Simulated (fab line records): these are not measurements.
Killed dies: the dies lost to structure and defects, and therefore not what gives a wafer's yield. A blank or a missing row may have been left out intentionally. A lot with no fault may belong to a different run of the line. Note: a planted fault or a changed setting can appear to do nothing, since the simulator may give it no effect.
fab line records	flow nand-harc
record: lots: 7	wafers: 19	last-day: 24
route steps=1159 shown A_STAIRCASE@614 END@1159
lots that met no fault: taken from a fault-free run of the same line
start-h: hours from the record's first day to the start of the lot's first wafer shown	wait-h: hours elapsed since this lot's preceding step	" the same as in the row above	L1.1+2: one row covering several wafers at once	- value missing, or start not given	* or withheld: withheld	< > ~ a bound
route shown NAME@n: a module of which the file shows steps, and the number in the route of the first	usual: mean and standard deviation over wafers with no fault	same: alike in all rows	chamber/n: place in a boat	sites: per-site readings	_std_site: how widely they spread, as a standard deviation	_edge_site: inner sites' mean taken away from outer sites' mean	radius-mm: for every site, how far away it sits from the centre of the wafer	mask NAME#n: copy n	behind: the most recent tool/chamber to have shaped the wafer	hold: what put the lot on hold/how long, in hours/how the hold closed	device: whichever transistor did not switch (one of n, p or np)	end of line: the same wafers' tests at the end of the route	a step with no rows: only its recipe	killed: not the wafer's yield, but the dies lost to structure and defects at the first sort	map: a wafer's dies, x killed, . not, _ none there
set.NAME: setting as actually run; set.NAME@STEP: the setting as run at that earlier step	model.NAME: the simulator's own value behind a step, which no gauge read
lots at selected steps of the route; one table per step, one row per wafer
services: when a tool's chamber went out of use (start-h, in hours from the record's first day, below 0 if earlier), for how many hours, and the reason
== steps ==
step: NHARC_A_STAIRCASE_TRIM_220
recipe: time-s: 211.2	o2-flow-sccm: 500	ar-flow-sccm: 0	bias-w: 0	chemistry: O2
usual: chamber-pressure-mTorr: 60.00/0.057	drypump-motor-current-A: 5.5/0.47	oes-product-au: 1.001/0.007	rf-vpp-V: 57.6/0.92	showerhead-plenum-p-Torr: 3.48/0.17	throttle-valve-pct: 17.038/0.0095
same: time-s: 211.2
lot.wafer	tool	chamber	start-h	wait-h	chamber-pressure-mTorr	drypump-motor-current-A	oes-product-au	rf-hours-counter-h	rf-vpp-V	showerhead-plenum-p-Torr	throttle-valve-pct
L216.4	rie-diel-01	1	266.94	1.6	60.01	5.6	1.002	44	56.9	3.57	17.022
L216.1	"	2	"	"	59.94	6.6	1.001	42	56.3	3.53	17.026
L216.5	"	1	"	"	60.04	5.7	1.003	-	59.1	3.57	17.031
L223.4	rie-diel-10	3	319.24	0.1	60.06	5.0	0.994	40	56.4	3.47	17.026
L223.1	"	1	"	"	60.13	5.9	1.007	52	58.5	3.33	17.035
L223.6	"	2	"	"	60.04	5.3	1.000	-	56.8	3.34	17.017
L224.1	rie-diel-12	1	319.55	0.2	60.03	5.2	1.006	40	58.5	3.69	17.044
L224.4	"	3	"	"	60.03	5.3	0.998	39	57.7	3.78	17.039
L224.6	"	0	"	"	60.02	5.6	0.997	-	58.9	3.78	17.041
L227.4	rie-diel-10	2	340.84	0.1	59.97	5.3	0.995	60	58.5	3.33	17.039
L227.2	"	3	"	"	59.97	5.0	1.006	51	57.0	3.47	17.040
L229.2	rie-diel-10	3	346.00	0.1	60.04	5.0	1.010	53	57.8	3.47	17.038
L229.3	"	1	"	"	59.94	5.9	1.006	64	57.3	3.32	17.037
L233.4	rie-diel-10	1	363.51	0.1	59.98	5.9	0.995	0	56.9	3.32	17.022
L233.5	"	0	"	"	60.03	5.6	1.001	-	57.0	3.42	17.037
L233.6	"	1	"	"	60.00	5.9	0.991	-	55.5	3.32	17.047
L234.1	rie-diel-10	3	390.53	0.1	59.96	5.0	0.986	9	58.4	3.46	17.032
L234.4	"	1	"	"	59.99	5.9	0.988	12	56.9	3.31	17.044
L234.6	"	0	"	"	59.98	5.6	1.006	-	57.9	3.42	17.033
step: NHARC_A_STAIRCASE_ETCH_221
recipe: target-depth-a: 1000	time-s: 40.5	ion-energy-ev: 400	c4f8-flow-sccm: 20	o2-flow-sccm: 10	ar-flow-sccm: withheld	rf-w: 600	bias-w: 1000	chemistry: C4F8/O2
usual: chamber-pressure-mTorr: 25.001/0.025	oes-product-au: 0.943/0.013	rf-vpp-V: 894/6.3	run-length-s: 62.1/0.34
same: time-s: 40.5
lot.wafer	tool	chamber	start-h	wait-h	chamber-pressure-mTorr	oes-product-au	rf-hours-counter-h	rf-vpp-V	run-length-s
L216.4	rie-diel-01	2	-	-	25.024	0.927	44	896	61.2
L216.1	"	3	"	"	25.020	0.934	43	901	62.5
L216.5	"	3	"	"	25.045	0.934	-	902	62.3
L223.4	rie-diel-10	1	-	-	25.033	0.968	52	889	62.1
L223.1	"	3	"	"	25.039	0.932	40	894	61.9
L223.6	"	1	"	"	24.994	0.964	-	889	62.3
L224.1	rie-diel-12	0	-	-	24.998	0.928	41	905	61.9
L224.4	"	1	"	"	25.086	0.938	40	901	61.7
L224.6	"	3	"	"	25.022	0.937	-	906	61.8
L227.4	rie-diel-10	2	-	-	25.001	0.946	60	889	62.3
L227.2	"	3	"	"	25.008	0.941	51	895	61.8
L229.2	rie-diel-10	2	-	-	24.988	0.933	62	890	62.1
L229.3	"	3	"	"	24.996	0.930	53	895	62.4
L233.4	rie-diel-10	0	-	-	24.985	0.952	0	892	62.4
L233.5	"	2	"	"	24.969	0.966	-	888	62.7
L233.6	"	3	"	"	24.995	0.955	-	893	61.9
L234.4	rie-diel-10	1	-	-	25.017	0.923	12	887	62.3
L234.1	"	2	"	"	25.010	0.930	11	888	62.1
L234.6	"	2	"	"	25.035	0.923	-	888	62.5
step: NHARC_A_STAIRCASE_TRIM_222
recipe: time-s: 211.2	o2-flow-sccm: 500	ar-flow-sccm: 0	bias-w: 0	chemistry: O2
step: NHARC_A_STAIRCASE_ETCH_223
recipe: target-depth-a: 1000	time-s: 40.5	ion-energy-ev: 400	c4f8-flow-sccm: 20	o2-flow-sccm: 10	ar-flow-sccm: withheld	rf-w: 600	bias-w: 1000	chemistry: C4F8/O2
usual: chamber-pressure-mTorr: 25.001/0.023	oes-product-au: 0.943/0.01	rf-vpp-V: 894/6.3	run-length-s: 62.1/0.34
same: time-s: 40.5
lot.wafer	tool	chamber	start-h	wait-h	chamber-pressure-mTorr	oes-product-au	rf-hours-counter-h	rf-vpp-V	run-length-s
L216.1	rie-diel-01	3	-	-	25.024	0.938	43	903	62.2
L216.4	"	0	"	"	24.971	0.939	45	886	62.4
L216.5	"	3	"	"	25.014	0.940	-	903	62.3
L223.4	rie-diel-10	0	-	-	24.997	0.954	52	892	62.2
L223.1	"	1	"	"	25.012	0.968	52	889	61.9
L223.6	"	3	"	"	24.977	0.941	-	891	62.0
L224.1	rie-diel-12	1	-	-	24.984	0.950	40	901	61.7
L224.4	"	3	"	"	24.978	0.947	40	905	61.6
L224.6	"	2	"	"	24.974	0.947	-	888	62.2
L227.4	rie-diel-10	1	-	-	24.976	0.957	62	888	62.4
L227.2	"	2	"	"	24.993	0.946	60	890	62.4
L229.3	rie-diel-10	3	-	-	24.986	0.945	53	893	62.4
L229.2	"	2	"	"	25.034	0.942	62	889	62.1
L233.4	rie-diel-10	0	-	-	25.027	0.953	0	892	62.0
L233.5	"	0	"	"	25.028	0.958	-	893	61.9
L233.6	"	1	"	"	25.021	0.948	-	888	62.2
L234.4	rie-diel-10	1	-	-	24.988	0.931	12	887	62.3
L234.1	"	3	"	"	24.988	0.930	9	893	62.1
L234.6	"	2	"	"	25.001	0.936	-	887	62.7
step: NHARC_A_STAIRCASE_TRIM_224
recipe: time-s: 211.2	o2-flow-sccm: 500	ar-flow-sccm: 0	bias-w: 0	chemistry: O2
usual: chamber-pressure-mTorr: 60.00/0.057	drypump-motor-current-A: 5.6/0.48	oes-product-au: 1.001/0.0066	rf-vpp-V: 57.7/0.86	showerhead-plenum-p-Torr: 3.50/0.17	throttle-valve-pct: 17.037/0.0086
same: time-s: 211.2
lot.wafer	tool	chamber	start-h	wait-h	chamber-pressure-mTorr	drypump-motor-current-A	oes-product-au	rf-hours-counter-h	rf-vpp-V	showerhead-plenum-p-Torr	throttle-valve-pct
L216.1	rie-diel-01	1	-	-	60.04	5.7	1.001	45	57.7	3.57	17.053
L216.4	"	2	"	"	59.92	6.7	1.002	44	58.1	3.53	17.028
L216.5	"	0	"	"	59.90	6.4	0.988	-	57.0	3.30	17.040
L223.1	rie-diel-10	1	-	-	59.96	5.9	1.000	52	57.5	3.32	17.037
L223.4	"	0	"	"	59.96	5.6	1.007	52	57.3	3.43	17.049
L223.6	"	1	"	"	60.08	5.8	1.015	-	58.2	3.33	17.033
L224.1	rie-diel-12	1	-	-	60.09	5.2	1.004	40	56.8	3.69	17.045
L224.4	"	3	"	"	59.92	5.4	0.989	40	58.2	3.79	17.047
L224.6	"	0	"	"	59.96	5.6	0.988	-	58.0	3.78	17.035
L227.4	rie-diel-10	0	-	-	60.04	5.6	1.007	61	59.9	3.43	17.034
L227.2	"	2	"	"	59.95	5.3	0.995	60	59.0	3.33	17.037
L229.3	rie-diel-10	3	-	-	60.00	5.0	0.991	53	57.3	3.47	17.043
L229.2	"	0	"	"	60.02	5.6	1.003	63	58.0	3.43	17.038
L233.4	rie-diel-10	3	-	-	59.98	5.0	0.996	0	58.2	3.46	17.031
L233.6	"	3	"	"	59.95	5.0	1.008	-	57.1	3.46	17.035
L233.5	"	0	"	"	59.93	5.6	1.013	-	57.4	3.42	17.023
L234.1	rie-diel-10	2	-	-	59.95	5.3	1.009	12	57.0	3.32	17.036
L234.4	"	3	"	"	60.01	5.0	1.004	9	58.0	3.46	17.047
L234.6	"	2	"	"	59.97	5.3	0.997	-	56.5	3.33	17.020
step: NHARC_A_STAIRCASE_ETCH_225
recipe: target-depth-a: 1000	time-s: 40.5	ion-energy-ev: 400	c4f8-flow-sccm: 20	o2-flow-sccm: 10	ar-flow-sccm: withheld	rf-w: 600	bias-w: 1000	chemistry: C4F8/O2
step: NHARC_A_STAIRCASE_TRIM_226
recipe: time-s: 211.2	o2-flow-sccm: 500	ar-flow-sccm: 0	bias-w: 0	chemistry: O2
step: NHARC_A_STAIRCASE_ETCH_227
recipe: target-depth-a: 1000	time-s: 40.5	ion-energy-ev: 400	c4f8-flow-sccm: 20	o2-flow-sccm: 10	ar-flow-sccm: withheld	rf-w: 600	bias-w: 1000	chemistry: C4F8/O2
step: NHARC_A_STAIRCASE_TRIM_229
recipe: time-s: 211.2	o2-flow-sccm: 500	ar-flow-sccm: 0	bias-w: 0	chemistry: O2
step: NHARC_A_STAIRCASE_ETCH_230
recipe: target-depth-a: 1000	time-s: 40.5	ion-energy-ev: 400	c4f8-flow-sccm: 20	o2-flow-sccm: 10	ar-flow-sccm: withheld	rf-w: 600	bias-w: 1000	chemistry: C4F8/O2
usual: chamber-pressure-mTorr: 24.999/0.023	oes-product-au: 0.943/0.013	rf-vpp-V: 894/6.3	run-length-s: 62.1/0.36
same: time-s: 40.5
lot.wafer	tool	chamber	start-h	wait-h	chamber-pressure-mTorr	oes-product-au	rf-hours-counter-h	rf-vpp-V	run-length-s
L216.4	rie-diel-01	3	-	-	25.012	0.928	44	903	62.3
L216.1	"	0	"	"	25.020	0.923	45	887	62.4
L216.5	"	3	"	"	25.013	0.915	-	901	62.1
L223.1	rie-diel-10	1	-	-	25.003	0.954	52	889	62.7
L223.4	"	0	"	"	25.006	0.946	52	893	62.6
L223.6	"	2	"	"	25.012	0.948	-	889	62.1
L224.4	rie-diel-10	3	-	-	25.002	0.958	41	893	62.0
L224.1	"	1	"	"	24.975	0.949	53	887	62.5
L224.6	"	3	"	"	25.022	0.961	-	895	62.1
L227.4	rie-diel-10	2	-	-	25.064	0.939	60	889	62.1
L227.2	"	0	"	"	25.009	0.944	62	892	62.2
L229.2	rie-diel-10	2	-	-	24.988	0.933	62	887	62.5
L229.3	"	3	"	"	25.016	0.944	53	895	62.2
L233.4	rie-diel-12	3	-	-	24.973	0.951	57	905	61.6
L233.5	"	0	"	"	25.001	0.950	-	905	62.5
L233.6	"	1	"	"	24.988	0.969	-	900	62.2
L234.1	rie-diel-12	0	-	-	24.991	0.953	1	905	62.2
L234.4	"	2	"	"	24.997	0.977	0	907	62.4
L234.6	"	1	"	"	24.992	0.963	-	902	62.1
step: NHARC_A_STAIRCASE_TRIM_231
recipe: time-s: 211.2	o2-flow-sccm: 500	ar-flow-sccm: 0	bias-w: 0	chemistry: O2
step: NHARC_A_STAIRCASE_ETCH_232
recipe: target-depth-a: 1000	time-s: 40.5	ion-energy-ev: 400	c4f8-flow-sccm: 20	o2-flow-sccm: 10	ar-flow-sccm: withheld	rf-w: 600	bias-w: 1000	chemistry: C4F8/O2
usual: chamber-pressure-mTorr: 24.997/0.025	oes-product-au: 0.941/0.0081	rf-vpp-V: 895/6.1	run-length-s: 62.1/0.33
lot.wafer	tool	chamber	start-h	wait-h	chamber-pressure-mTorr	oes-product-au	rf-hours-counter-h	rf-vpp-V	run-length-s
L216.1	rie-diel-01	2	270.33	-	24.995	0.940	45	896	61.4
L216.4	"	0	"	"	24.964	0.960	45	887	62.5
L216.5	"	2	"	"	24.964	0.942	-	895	61.3
L223.4	rie-diel-10	3	320.83	-	24.998	0.934	41	894	61.9
L223.1	"	1	"	"	24.988	0.948	52	888	61.9
L223.6	"	2	"	"	24.937	0.948	-	891	62.2
L224.1	rie-diel-10	1	321.35	-	24.940	0.949	53	888	62.1
L224.4	"	2	"	"	25.004	0.936	50	889	72.8
L224.6	"	2	"	"	24.974	0.940	-	888	62.1
L227.4	rie-diel-10	1	342.40	-	25.015	0.946	62	888	72.9
L227.2	"	2	"	"	24.963	0.953	61	888	62.1
L229.3	rie-diel-10	1	347.53	-	24.997	0.948	64	888	72.6
L229.2	"	3	"	"	24.955	0.934	53	893	62.1
L233.4	rie-diel-12	1	364.97	-	25.035	0.936	59	901	62.0
L233.5	"	3	"	"	25.008	0.924	-	904	61.7
L233.6	"	0	"	"	25.008	0.923	-	906	62.1
L234.1	rie-diel-12	1	391.98	-	25.011	0.958	1	901	62.0
L234.4	"	0	"	"	24.987	0.955	1	903	62.2
L234.6	"	1	"	"	24.963	0.949	-	902	61.9
step: NHARC_A_STAIRCASE_TRIM_233
recipe: time-s: 211.2	o2-flow-sccm: 500	ar-flow-sccm: 0	bias-w: 0	chemistry: O2
step: NHARC_END_SORT_01
recipe: temp-c: 25
usual: killed-at-array: 24/7.4	killed-at-other: 0.5/0.81	killed-at-periphery: 3.4/2.3	killed-dies: 28/8	killed-open: 3.4/1.8	killed-short: 2.0/1.4
same: gross-dies: 677
lot.wafer	tool	chamber	start-h	wait-h	killed-at-array	killed-at-other	killed-at-periphery	killed-dies	killed-open	killed-short
L216.1	prober-02	0	457.66	2.5	18	1	3	22	3	0
L216.4	prober-02	0	460.05	3.4	28	1	4	33	7	3
L216.5	prober-02	0	460.85	3.7	15	0	5	20	6	3
L224.4	prober-01	0	519.58	3.4	530	0	5	535	4	1
L227.4	prober-02	0	540.76	3.4	462	0	2	464	1	1
L229.3	prober-02	0	557.40	3.1	450	0	7	457	3	1
killed by level:class
L216.1 A_BLC:chamber-film-flake=5 P_ZERO_WELL:chamber-film-flake=3 A_SLIT:chamber-film-flake=3 A_CHANNEL_HOLE_D1:chamber-film-flake=2 A_CHANNEL_FILL_D1:chamber-film-flake=2 A_STAIRCASE:chamber-film-flake=2 A_STAIRCASE:geometric-particle:open=1 A_CONTACT:geometric-particle:open=1
L216.4 A_SLIT:chamber-film-flake=8 A_CHANNEL_HOLE_D1:chamber-film-flake=3 A_STAIRCASE:chamber-film-flake=3 A_BLC:chamber-film-flake=3 A_SGD_CUT:chamber-film-flake=2 A_CONTACT:chamber-film-flake=2 P_GATE:geometric-particle:short=1 P_CONTACT:geometric-particle:open=1
L216.5 A_SLIT:chamber-film-flake=3 A_ONON_D1:geometric-particle:short=2 P_ZERO_WELL:chamber-film-flake=2 A_CHANNEL_FILL_D1:chamber-film-flake=2 A_STAIRCASE:chamber-film-flake=2 P_GATE:geometric-particle:open=1 P_M0:geometric-particle:open=1 P_M0:geometric-particle:short=1
L224.4 A_STAIRCASE:area-etch=507 A_CHANNEL_HOLE_D1:chamber-film-flake=13 A_STAIRCASE:chamber-film-flake=3 A_CONTACT:chamber-film-flake=3 P_GATE:geometric-particle:open=1 P_CONTACT:geometric-particle:open=1 P_M2:geometric-particle:open=1 A_CHANNEL_FILL_D1:geometric-particle:open=1
L227.4 A_STAIRCASE:area-etch=437 A_SLIT:chamber-film-flake=11 A_CHANNEL_HOLE_D1:chamber-film-flake=5 A_STAIRCASE:chamber-film-flake=3 A_CONTACT:chamber-film-flake=3 P_GATE:chamber-film-flake=2 A_CHANNEL_FILL_D1:geometric-particle:short=1 A_CHANNEL_FILL_D1:geometric-particle:open=1
L229.3 A_STAIRCASE:area-etch=431 A_CHANNEL_HOLE_D1:chamber-film-flake=10 P_GATE:chamber-film-flake=4 A_CONTACT:chamber-film-flake=3 A_STAIRCASE:chamber-film-flake=2 P_CONTACT:geometric-particle:open=1 A_SGD_CUT:geometric-particle:short=1 A_CONTACT:geometric-particle:open=1
map L224.4 (x killed, . not)
____________.____________
_________...x..._________
_______xxxx.xxxxx._______
______xxxx.xx.x..xx______
_____.x.xxxxx.xxxx.._____
____.xxxxxxxxxxxx....____
____xxxxxxxxxxxxxxx.x____
___xxxxxxxxxxxxxxxx.xx___
___x..xxxxxxxxxxxxxxxx___
__.xxxxxxxxxxxxxxxx.xx.__
__xxxxxxxxxxxxxxxxxxxx.__
_..xxxxxxxxxxxxxxxxxxxx._
_x.xxxxxxxxxxxxxxxxxxx.._
_.xxxxxxxxxxxxxxxxxxxxx._
_.xxxxxxxxxxxxxxxxxxx.x._
_x.xxxxxxxxxxxxxxxxxxxx._
x.xxxxxxxxxxxxxxxxxxxxx..
..xxxxxxxxxxxxxxxxxxxx...
..xxxxxxxxxxxxxxxxxxxxx..
..xxxxxxxxxxxxxxxxxxxxxxx
xxxxxxxxxxxxxxxxxxxxxx...
_..xxxxxxxxxxxxxxxxxxxx._
_.xxxxxxxxxxxxxxxxxxxx.._
_.xxxxxxxxxxxxxxxxxxxx.._
_..xxxxxxxxxxxxxxxxxxxx._
_...xxxxxxxxxxxxxxxx.x.._
__.xxxxxxxxxxxxxxxxx...__
__...xxxxxxxxxxxxxxx..x__
___..xxxxxxxxxxxxxx.x.___
___...xxxxxxxxxxxx..x.___
____x.xxxxxxxxxxxxx..____
____....xxx.xxx..x...____
_____..x...xxxx.xx.._____
______......x..x...______
_______...x..xx.x._______
_________xx.x..._________
____________.____________
map L227.4 (x killed, . not)
____________x____________
_________xxxxxxx_________
_______xxxxxx.xxx._______
______xxxxxx.xxxxxx______
_____xxxxxxx.x.x..xx_____
____xxxxxxxx..x..xxxx____
____xxxx.xxx....xxxx.____
___xx.xxxx.xx.xxxxx..x___
___xxxxxxx....x.x.xxxx___
__xxx.xxx.xxx......xxxx__
__xxx..x....x......x.xx__
_xxxxxx..x.......xx.xxxx_
_xxxxxxx........x..xxxxx_
_xxxxx.x.......x..x.xxxx_
_xxxx....x.x.........xxx_
_xxxxx...x....x.....x.xx_
xxxx..x..x.........xxxxxx
xxxx.xx.x.........x.xxxxx
xxxxxxxx..x.x.......xxxxx
xxxxxxx........x.x.x.xxxx
xxxxxxx............xxxxxx
_xxxxxx....xx....x.xx.xx_
_xxxxx.x..x.....x....xxx_
_xxxxxxxxxx.......xxx.xx_
_xxxxxxxxxxx.xx..xxxxxxx_
_xxxxxxx.x..x...xxxxxxxx_
__xxxxxx.x...x.xxxxxxxx__
__xxxxxxxx.xxxxxxxxxxxx__
___xxxxx.xxxxx.xxxxxxx___
___xxxxxxxxxxxxxxxxxxx___
____xxxxxxxx.xxxxxxxx____
____xxxxxxxxxxxxxxxxx____
_____xxxxxxxxxxxxxxx_____
______xxxxxxxxxxxxx______
_______xxxxxxxxxxx_______
_________xxxxxxx_________
____________x____________
== services ==
tool	chamber	start-h	hours	kind
rie-diel-10	0	259.71	-	clean
rie-diel-10	1	259.71	-	clean
rie-diel-10	2	259.71	-	clean
rie-diel-10	3	259.71	-	clean
rie-diel-10	0	284.21	-	clean
rie-diel-10	1	284.21	-	clean
rie-diel-10	2	284.21	-	clean
rie-diel-10	3	284.21	-	clean
rie-diel-12	2	285.43	4.8	repair
rie-diel-10	0	308.71	-	clean
rie-diel-10	1	308.71	-	clean
rie-diel-10	2	308.71	-	clean
rie-diel-10	3	308.71	-	clean
rie-diel-01	-	314.99	9.0	pm
rie-diel-10	0	333.22	-	clean
rie-diel-10	1	333.22	-	clean
rie-diel-10	2	333.22	-	clean
rie-diel-10	3	333.22	-	clean
rie-diel-12	3	334.04	1.7	repair
rie-diel-10	-	354.21	9.0	pm
rie-diel-10	0	354.21	9.0	vent-cycle
rie-diel-10	0	368.20	1.4	repair
rie-diel-01	-	370.63	0.4	repair
rie-diel-12	-	379.62	9.0	pm
== key ==
first-sign: step: NHARC_A_STAIRCASE_ETCH_232	reading: run-length-s	direction: up	sigmas: 32	usual: *	struck: *
effect: step: NHARC_END_SORT_01	reading: killed-at-array	direction: up	sigmas: 62	usual: 24	struck: 481
more-kills-born-at: NHARC_A_STAIRCASE_ETCH_232@rie-diel-10: 1375
met-at NHARC_A_STAIRCASE_ETCH_232
struck-wafers L224.4,L227.4,L229.3
later-rows-left-out L224.4,L227.4,L229.3
tester-left-out L224,L227,L229
onset-between 320.83 321.35
fault: kind: process-parameter-drift	tool: rie-diel-10	chamber: -	onset-h: 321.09	steps: NHARC_A_STAIRCASE_ETCH_232	channel: time-s	offset: *	shape: step	end-h: 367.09	scope: struck-wafers-only	acts-in: *	stated: *
tester-left-out: of these lots the tester's yield and bins aren't shown, on N5 and GAA mostly nor the transistor test; their killed dies are dies lost to structure and defects alone, not to doping, threshold or leakage, so they don't give the yield
later-rows-left-out: the simulator's readings of these wafers behind a module that went badly wrong aren't trusted and aren't shown, but for the sort
